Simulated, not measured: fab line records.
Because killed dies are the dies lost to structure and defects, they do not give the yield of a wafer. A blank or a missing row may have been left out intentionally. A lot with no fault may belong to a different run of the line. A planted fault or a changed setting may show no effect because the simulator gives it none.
fab line records	flow n5_finfet
[record] lots = 7	wafers = 39
route steps=1938 shown BEOL_M10@1512 PASS1_DEP@1831 PASSIVATION@1930
start_h: start of the lot's first displayed wafer, in hours after the record's first day	wait_h: hours since the lot's step before	" unchanged from the row above	L1.1+2: a single row standing in for several wafers	- no value, or no start given	* or withheld: withheld	< > ~ a bound
route shown NAME@n: names a module that has steps shown in the file, with the first one's number in the route	usual: mean/standard deviation taken from wafers without a fault	same: alike in all rows	chamber/n: place in a boat	sites: each site's reading	_std_site: standard deviation across them	_edge_site: inner sites' mean taken away from outer sites' mean	radius_mm: how far each site lies from the wafer's centre	mask NAME#n: copy n	behind: the tool/chamber that last shaped the wafer	hold: reason for holding the lot/hours on hold/outcome of the hold	device: names the non-switching transistor (n, p or np)	end of line: the tests these same wafers got at the end of their route	a step without rows: its recipe alone	killed: dies that structure and defects cost at the first sort, which is not the same as the wafer's yield	map: shows each die of a wafer: x if killed, . if not, _ if none is there
set.NAME: the setting as run; set.NAME@STEP: as run at that earlier step	model.NAME: the simulator's own value behind a step, which no gauge read
lots whose settings were changed on purpose; a table a step, a row a wafer
[[steps]]
[step N5_BEOL_M10_TRENCH_ETCH_37]
[recipe] chemistry = C4F6/O2	target_depth_a = 1488.3	target = SiCOH_lowk	time_s = 48	ion_energy_ev = 250	pressure_mtorr = 30	source_w = 345	bias_w = 185	Ar_flow_sccm = 300	C4F6_flow_sccm = 10	O2_flow_sccm = 10
lot.wafer	tool	chamber	start_h	wait_h	set.target_depth_a	model.BEOL_M10.feature_depth_nm	model.etch.depth_nm	model.TiN_of_BEOL_M10_HM_DEP_02.thk_nm
L075.1	rie_diel-06	2	-	-	2210	220.6	220.6	14
L075.2	"	3	"	"	1488.3	145	145	16
L075.3	"	1	"	"	1488.3	147.2	147.3	16
L075.4	"	0	"	"	2210	224.8	224.8	13.8
L075.5	"	3	"	"	1488.3	144.8	144.8	16
L075.6	"	2	"	"	2210	221.6	221.6	14
L074.1	rie_diel-04	3	-	-	1488.3	152.2	152.3	15.8
L074.2	"	2	"	"	1488.3	145.6	145.6	16
L074.3	"	1	"	"	2326	232.2	232.2	13.8
L074.4	"	0	"	"	2326	235.2	235.2	13.4
L074.5	"	3	"	"	1488.3	152.4	152.3	15.8
L074.6	"	2	"	"	2326	227	226.9	13.6
L077.1	rie_diel-04	0	-	-	1488.3	151.8	151.8	15.4
L077.2	"	1	"	"	1488.3	148.2	148.3	15.6
L077.3	"	2	"	"	1488.3	144.2	144.2	16
L077.4	"	3	"	"	1488.3	150.8	150.8	15.6
L077.5	"	3	"	"	1488.3	151.2	151.1	15.4
L077.6	"	2	"	"	1488.3	146.2	146.1	15.6
L082.1	rie_diel-01	0	-	-	1488.3	147.8	147.7	16.2
L082.2	"	3	"	"	1488.3	150.6	150.7	16.4
L082.3	"	1	"	"	912	90	89.95	17.6
L082.4	"	2	"	"	1488.3	145.6	145.6	16.2
L082.5	"	0	"	"	912	91.4	91.37	17.8
L082.6	"	3	"	"	912	92.8	92.71	17.6
L083.1	rie_diel-01	0	-	-	1488.3	150	150	16
L083.2	"	3	"	"	1167	120	120	17
L083.3	"	2	"	"	1167	115.6	115.5	16.8
L083.4	"	0	"	"	1167	118.8	118.8	16.8
L083.5	"	2	"	"	1488.3	147.8	147.8	16.4
L083.6	"	3	"	"	1488.3	152.8	152.9	16
L086.1	rie_diel-06	0	-	-	1015	101	101.1	17.2
L086.2	"	2	"	"	1015	100	99.91	17.4
L086.3	"	3	"	"	1488.3	147.4	147.4	15.8
L086.4	"	2	"	"	1015	100	99.98	17.2
L086.5	"	3	"	"	1488.3	148	147.9	16
L086.6	"	0	"	"	1488.3	148.2	148.3	15.8
L093.3	rie_diel-01	0	-	-	1488.3	148.8	148.8	16
L093.4	"	1	"	"	1488.3	151.8	151.8	16
L093.6	"	2	"	"	1488.3	145.8	145.8	16
[step N5_BEOL_M10_ETCH_41]
[recipe] chemistry = CH3F/O2	target = SiCN	target_depth_a = 426	taper_deg = 2	time_s = 86	ion_energy_ev = 120	mask_material = TiN	pressure_mtorr = 30	source_w = 395	bias_w = 75	Ar_flow_sccm = 150	CH3F_flow_sccm = 30	O2_flow_sccm = 20
[step N5_BEOL_M10_STRIP_77]
[recipe] chemistry = N2/H2	time_s = 10	power_w = 450	temp_c = 40	pressure_mtorr = 20	rf_frequency_hz = 6e+07	bias_power_w = 7	n2_flow_sccm = 200	h2_flow_sccm = 200
[step N5_BEOL_M10_OCD_MEAS_38]
[usual] trench_depth_nm = 149.1/2.4
lot.wafer	tool	chamber	start_h	wait_h	set.target_depth_a@BEOL_M10_TRENCH_ETCH_37	trench_depth_nm
L075.1	ocd-01	-	243.63	-	2210	220.2
L075.2	"	-	"	"	1488.3	144.6
L075.3	"	-	"	"	1488.3	146.7
L075.4	"	-	"	"	2210	225.1
L075.5	"	-	"	"	1488.3	144.6
L075.6	"	-	"	"	2210	220.9
L074.1	ocd-02	-	243.88	-	1488.3	152.4
L074.2	"	-	"	"	1488.3	145.2
L074.3	"	-	"	"	2326	232.3
L074.4	"	-	"	"	2326	234.9
L074.5	"	-	"	"	1488.3	152.5
L074.6	"	-	"	"	2326	227.1
L077.1	ocd-01	-	275.99	-	1488.3	151.5
L077.2	"	-	"	"	1488.3	148.5
L077.3	"	-	"	"	1488.3	144.4
L077.4	"	-	"	"	1488.3	151.3
L077.5	"	-	"	"	1488.3	151.2
L077.6	"	-	"	"	1488.3	146.6
L082.1	ocd-02	-	303.36	-	1488.3	147.8
L082.2	"	-	"	"	1488.3	150.8
L082.3	"	-	"	"	912	89.9
L082.4	"	-	"	"	1488.3	145.4
L082.5	"	-	"	"	912	92.1
L082.6	"	-	"	"	912	92.5
L083.1	ocd-01	-	326.05	-	1488.3	150.1
L083.2	"	-	"	"	1167	119.5
L083.3	"	-	"	"	1167	115.4
L083.4	"	-	"	"	1167	118.7
L083.5	"	-	"	"	1488.3	147.9
L083.6	"	-	"	"	1488.3	153.4
L086.1	ocd-02	-	357.55	-	1015	101.4
L086.2	"	-	"	"	1015	99.4
L086.3	"	-	"	"	1488.3	147.4
L086.4	"	-	"	"	1015	100.3
L086.5	"	-	"	"	1488.3	147.9
L086.6	"	-	"	"	1488.3	148.4
L093.3	ocd-01	-	382.33	-	1488.3	148.7
L093.4	"	-	"	"	1488.3	151.7
L093.6	"	-	"	"	1488.3	146.1
[step N5_BEOL_M10_HM_STRIP_39]
[recipe] chemistry = peroxide_tin_strip	material = TiN	target_depth_a = 250	temp_c = 50	time_s = 158
[step N5_BEOL_M10_SRD_40]
[recipe] time_s = 30	temp_c = 23	rinse_liquid = diw	dry = ipa_marangoni
[step N5_BEOL_M10_ECD_50]
[recipe] material = Cu	target_thk_a = 3180
[step N5_BEOL_M10_ANNEAL_51]
[recipe] temp_c = 225	time_s = 90	ambient = N2
[step N5_BEOL_M10_CMP_52]
[recipe] stop_on = SiCOH_lowk	t_overpolish_s = 7	down_force_psi = 1	platen_rpm = 50	clearing_platen_down_force_psi = 1.5	clearing_platen_rpm = 50	post_cmp_clean = cu_alkaline	target_thk_nm = 140	clearing_platen_pad_velocity_m_s = 0.99484	pad_velocity_m_s = 0.99484
lot.wafer	tool	chamber	start_h	wait_h	set.target_depth_a@BEOL_M10_TRENCH_ETCH_37	model.Cu_of_BEOL_M10_ECD_50.thk_nm
L075.1	cmp-04	1	245.61	0.3	2210	212.4
L075.2	"	2	"	"	1488.3	136
L075.3	"	3	"	"	1488.3	137.8
L075.4	"	0	"	"	2210	216
L075.6	"	1	"	"	2210	213
L075.5	"	2	"	"	1488.3	133.6
L074.4	cmp-01	3	245.88	0.1	2326	228.6
L074.2	"	0	"	"	1488.3	138.2
L074.1	"	1	"	"	1488.3	145.2
L074.3	"	2	"	"	2326	226.2
L074.5	"	3	"	"	1488.3	144.4
L074.6	"	0	"	"	2326	220.6
L077.2	cmp-04	2	277.69	0.2	1488.3	139.4
L077.4+1	"	3,0	"	"	1488.3	142.2
L077.3+6	"	1,2	"	"	1488.3	136.2
L077.5	"	3	"	"	1488.3	141.8
L082.3	cmp-04	2	306.45	0.2	912	81.4
L082.2	"	3	"	"	1488.3	142.6
L082.4	"	0	"	"	1488.3	137.4
L082.1	"	1	"	"	1488.3	141.6
L082.5	"	2	"	"	912	83
L082.6	"	3	"	"	912	85.2
L083.4	cmp-01	2	330.20	0.1	1167	108.6
L083.1	"	3	"	"	1488.3	140.2
L083.2	"	0	"	"	1167	110.6
L083.3	"	1	"	"	1167	106.4
L083.6	"	2	"	"	1488.3	143.4
L083.5	"	3	"	"	1488.3	138.4
L086.1	cmp-04	0	359.81	0.3	1015	93.4
L086.4	"	1	"	"	1015	94
L086.2	"	2	"	"	1015	93.2
L086.3+6	"	3,0	"	"	1488.3	140.6
L086.5	"	1	"	"	1488.3	141.4
L093.3	cmp-01	0	384.42	0.2	1488.3	139.2
L093.4	"	2	"	"	1488.3	143
L093.6	"	3	"	"	1488.3	137
[step N5_BEOL_M10_THK_MEAS_53]
[recipe] thk_meas_gauge = xrf	reads = Cu_of_BEOL_M10_ECD_50
[usual] M10_THK = 137.8/2.5
lot.wafer	tool	chamber	start_h	wait_h	set.target_depth_a@BEOL_M10_TRENCH_ETCH_37	M10_THK[nm]
L075.1	film_metro-02	-	245.91	-	2210	209.1
L075.2	"	-	"	"	1488.3	133.7
L075.3	"	-	"	"	1488.3	135.4
L075.4	"	-	"	"	2210	212.3
L075.5	"	-	"	"	1488.3	131.4
L075.6	"	-	"	"	2210	209.0
L074.1	film_metro-01	-	246.18	-	1488.3	142.7
L074.2	"	-	"	"	1488.3	135.9
L074.3	"	-	"	"	2326	221.5
L074.4	"	-	"	"	2326	223.9
L074.5	"	-	"	"	1488.3	142.1
L074.6	"	-	"	"	2326	216.1
L077.1	film_metro-02	-	277.99	-	1488.3	141.2
L077.2	"	-	"	"	1488.3	138.6
L077.3	"	-	"	"	1488.3	135.1
L077.4	"	-	"	"	1488.3	140.9
L077.5	"	-	"	"	1488.3	140.4
L077.6	"	-	"	"	1488.3	134.8
L082.1	film_metro-01	-	306.75	-	1488.3	138.0
L082.2	"	-	"	"	1488.3	139.9
L082.3	"	-	"	"	912	79.6
L082.4	"	-	"	"	1488.3	133.8
L082.5	"	-	"	"	912	81.3
L082.6	"	-	"	"	912	83.2
L083.1	film_metro-02	-	330.49	-	1488.3	137.9
L083.2	"	-	"	"	1167	109.5
L083.3	"	-	"	"	1167	105.0
L083.4	"	-	"	"	1167	106.9
L083.5	"	-	"	"	1488.3	136.7
L083.6	"	-	"	"	1488.3	140.8
L086.1	film_metro-02	-	360.10	-	1015	92.4
L086.2	"	-	"	"	1015	92.0
L086.3	"	-	"	"	1488.3	138.7
L086.4	"	-	"	"	1015	93.0
L086.5	"	-	"	"	1488.3	140.1
L086.6	"	-	"	"	1488.3	138.6
L093.3	film_metro-02	-	384.68	-	1488.3	138.9
L093.4	"	-	"	"	1488.3	142.0
L093.6	"	-	"	"	1488.3	136.8
[step N5_BEOL_M10_PRE_CLEAN_55]
[recipe] gas = NH3	time_s = 15	temp_c = withheld	rf_power_w = 300
[step N5_BEOL_M10_DEP_56]
[recipe] material = SiCN	target_thk_a = 150	temp_c = withheld	precursor = 3MS/NH3	pressure_torr = 3	rf_w = 202	time_s = 26.5
[step N5_BEOL_M10_RS_MEAS_57]
[recipe] thk_meas_gauge = four-point-probe	reads = Cu_of_BEOL_M10_ECD_50+Co_of_BEOL_M10_CVD_75+TaN_of_BEOL_M10_ALD_74
[usual] M10_RS = 0.1507/0.003
lot.wafer	tool	chamber	start_h	wait_h	set.target_depth_a@BEOL_M10_TRENCH_ETCH_37	M10_RS[ohm/sq]
L075.1	film_metro-02	-	246.05	0.1	2210	0.0961
L075.2	"	-	"	"	1488.3	0.1559
L075.3	"	-	"	"	1488.3	0.1539
L075.4	"	-	"	"	2210	0.0946
L075.5	"	-	"	"	1488.3	0.1592
L075.6	"	-	"	"	2210	0.0958
L074.1	film_metro-02	-	246.31	0.1	1488.3	0.1450
L074.2	"	-	"	"	1488.3	0.1534
L074.3	"	-	"	"	2326	0.0901
L074.4	"	-	"	"	2326	0.0890
L074.5	"	-	"	"	1488.3	0.1458
L074.6	"	-	"	"	2326	0.0925
L077.1	film_metro-01	-	278.12	0.1	1488.3	0.1485
L077.2	"	-	"	"	1488.3	0.1518
L077.3	"	-	"	"	1488.3	0.1557
L077.4	"	-	"	"	1488.3	0.1486
L077.5	"	-	"	"	1488.3	0.1484
L077.6	"	-	"	"	1488.3	0.1555
L082.1	film_metro-02	-	306.88	0.1	1488.3	0.1490
L082.2	"	-	"	"	1488.3	0.1481
L082.3	"	-	"	"	912	0.2800
L082.4	"	-	"	"	1488.3	0.1542
L082.5	"	-	"	"	912	0.2730
L082.6	"	-	"	"	912	0.2650
L083.1	film_metro-02	-	330.63	0.1	1488.3	0.1512
L083.2	"	-	"	"	1167	0.1966
L083.3	"	-	"	"	1167	0.2054
L083.4	"	-	"	"	1167	0.2002
L083.5	"	-	"	"	1488.3	0.1533
L083.6	"	-	"	"	1488.3	0.1474
L086.1	film_metro-01	-	360.24	0.1	1015	0.2385
L086.2	"	-	"	"	1015	0.2384
L086.3	"	-	"	"	1488.3	0.1505
L086.4	"	-	"	"	1015	0.2368
L086.5	"	-	"	"	1488.3	0.1494
L086.6	"	-	"	"	1488.3	0.1507
L093.3	film_metro-02	-	384.81	0.1	1488.3	0.1524
L093.4	"	-	"	"	1488.3	0.1476
L093.6	"	-	"	"	1488.3	0.1552
[step N5_PASSIVATION_PECVD_00]
[recipe] material = SiO2	target_thk_a = 2000	temp_c = 400	precursor = SiH4/N2O	pressure_torr = 2.7	rf_w = 608	time_s = 11.2
lot.wafer	tool	chamber	start_h	wait_h	set.time_s	model.SiO2_of_PASSIVATION_PECVD_00.thk_nm
L074.1	pecvd-03	1	282.37	0.8	11.2	198.6
L074.2	"	2	"	"	8.757	152.8
L074.3	"	2	"	"	11.2	201
L074.4	"	1	"	"	8.757	158.8
L074.5	"	1	"	"	11.2	200.4
L074.6	"	2	"	"	8.757	158.6
L075.1	pecvd-01	0	282.64	0.8	5.375	98.8
L075.2	"	2	"	"	11.2	198.2
L075.3	"	2	"	"	5.375	97.8
L075.4	"	0	"	"	11.2	205.4
L075.5	"	2	"	"	11.2	201.8
L075.6	"	0	"	"	5.375	102.2
L077.1	pecvd-01	0	307.94	0.8	11.2	199.6
L077.2	"	1	"	"	6.306	110.4
L077.3	"	2	"	"	6.306	108.6
L077.4	"	0	"	"	11.2	200.2
L077.5	"	2	"	"	11.2	198.2
L077.6	"	1	"	"	6.306	113.6
L082.1	pecvd-01	1	345.55	0.8	11.2	200.4
L082.2	"	2	"	"	11.2	197.2
L082.3	"	0	"	"	11.2	198.8
L082.4	"	1	"	"	11.2	201.4
L082.5	"	2	"	"	11.2	203.4
L082.6	"	0	"	"	11.2	202.6
L083.1	pecvd-04	1	365.07	0.8	11.2	201.8
L083.2	"	2	"	"	11.2	200.4
L083.3	"	2	"	"	11.2	201.4
L083.4	"	1	"	"	11.2	202.4
L083.5	"	2	"	"	11.2	205.4
L083.6	"	1	"	"	11.2	203.2
L086.1	pecvd-03	2	391.09	0.8	15.62	277
L086.2	"	1	"	"	11.2	196.6
L086.3	"	0	"	"	15.62	278
L086.4	"	1	"	"	15.62	281
L086.5	"	0	"	"	11.2	206.4
L086.6	"	2	"	"	11.2	205
L093.3	pecvd-03	2	416.50	0.5	11.2	198.8
L093.4	"	0	"	"	11.2	202.4
L093.6	"	2	"	"	11.2	204
[step N5_PASSIVATION_ETCH_54]
[recipe] chemistry = CHF3/O2	target = SiO2	target_depth_a = 8800	CHF3_flow_sccm = 50	O2_flow_sccm = 5	Ar_flow_sccm = 200	time_s = 440	mask_material = PR	pressure_mtorr = 30	source_w = 650	bias_w = 170	ion_energy_ev = 200
lot.wafer	tool	chamber	start_h	wait_h	set.target_depth_a	model.PASSIVATION.feature_depth_nm	model.etch.depth_nm
L074.1	rie_diel-01	1	291.34	0.1	8800	862.8	862.7
L074.2	"	2	"	"	8800	843.6	843.6
L074.3	"	0	"	"	8800	866.2	866.2
L074.4	"	3	"	"	8800	886.6	886.6
L074.5	"	1	"	"	8800	858.4	858.4
L074.6	"	2	"	"	8800	849.2	849.2
L075.1	rie_diel-06	0	291.43	0.1	8800	881.4	881.5
L075.2	"	3	"	"	8800	842.8	842.9
L075.3	"	1	"	"	8800	863	863.1
L075.4	"	2	"	"	12350	1226	1226
L075.5	"	3	"	"	12350	1200	1200
L075.6	"	0	"	"	12350	1240	1240
L077.1	rie_diel-04	0	320.17	0.1	12620	1272	1272
L077.2	"	1	"	"	12620	1256	1256
L077.3	"	2	"	"	8800	865.8	865.8
L077.4	"	3	"	"	8800	893	893
L077.5	"	3	"	"	12620	1280	1280
L077.6	"	0	"	"	8800	895.8	895.8
L082.1	rie_diel-04	1	353.83	0.1	8800	866	866
L082.2	"	3	"	"	8800	884.4	884.3
L082.3	"	0	"	"	8800	877.6	877.6
L082.4	"	3	"	"	13920	1414	1414
L082.5	"	1	"	"	13920	1380	1380
L082.6	"	0	"	"	13920	1393	1393
L083.1	rie_diel-06	2	375.28	0.1	8800	880.4	880.4
L083.2	"	1	"	"	8800	874.4	874.5
L083.3	"	3	"	"	8800	888	888
L083.4	"	0	"	"	5937	590.8	590.9
L083.5	"	0	"	"	5937	590	590
L083.6	"	3	"	"	5937	596.6	596.7
L086.1	rie_diel-04	1	401.62	0.1	8800	889	888.9
L086.2	"	0	"	"	5407	542	542.1
L086.3	"	2	"	"	8800	901.6	901.7
L086.4	"	3	"	"	5407	546.6	546.7
L086.5	"	2	"	"	8800	903.2	903.2
L086.6	"	1	"	"	5407	550.2	550.2
L093.3	rie_diel-01	3	425.28	0.1	8800	887	887
L093.4	"	2	"	"	8800	850.2	850.2
L093.6	"	0	"	"	8800	864.8	864.9
[[key]]
[split] step = N5_BEOL_M10_TRENCH_ETCH_37	setting = target_depth_a	stated = 1488.3	by = wafer
[response] step = N5_BEOL_M10_TRENCH_ETCH_37	reading = model.BEOL_M10.feature_depth_nm	change = +1.49	per = 1%	r = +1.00
[response] step = N5_BEOL_M10_TRENCH_ETCH_37	reading = model.etch.depth_nm	change = +1.49	per = 1%	r = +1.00
[response] step = N5_BEOL_M10_TRENCH_ETCH_37	reading = model.TiN_of_BEOL_M10_HM_DEP_02.thk_nm	change = -0.0403	per = 1%	r = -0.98
[response] step = N5_BEOL_M10_OCD_MEAS_38	reading = trench_depth_nm	change = +1.5	per = 1%	r = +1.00
[response] step = N5_BEOL_M10_CMP_52	reading = model.Cu_of_BEOL_M10_ECD_50.thk_nm	change = +1.51	per = 1%	r = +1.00
[response] step = N5_BEOL_M10_THK_MEAS_53	reading = M10_THK	change = +1.48	per = 1%	r = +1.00
[response] step = N5_BEOL_M10_RS_MEAS_57	reading = M10_RS	shape = bent	at_lowest = 0.2727	at_stated = 0.1513	at_highest = 0.0905
[split] step = N5_PASSIVATION_PECVD_00	setting = time_s	stated = 11.2	by = wafer
[response] step = N5_PASSIVATION_PECVD_00	reading = model.SiO2_of_PASSIVATION_PECVD_00.thk_nm	change = +1.97	per = 1%	r = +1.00
[split] step = N5_PASSIVATION_ETCH_54	setting = target_depth_a	stated = 8800	by = wafer
[response] step = N5_PASSIVATION_ETCH_54	reading = model.PASSIVATION.feature_depth_nm	change = +8.94	per = 1%	r = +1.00
[response] step = N5_PASSIVATION_ETCH_54	reading = model.etch.depth_nm	change = +8.94	per = 1%	r = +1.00
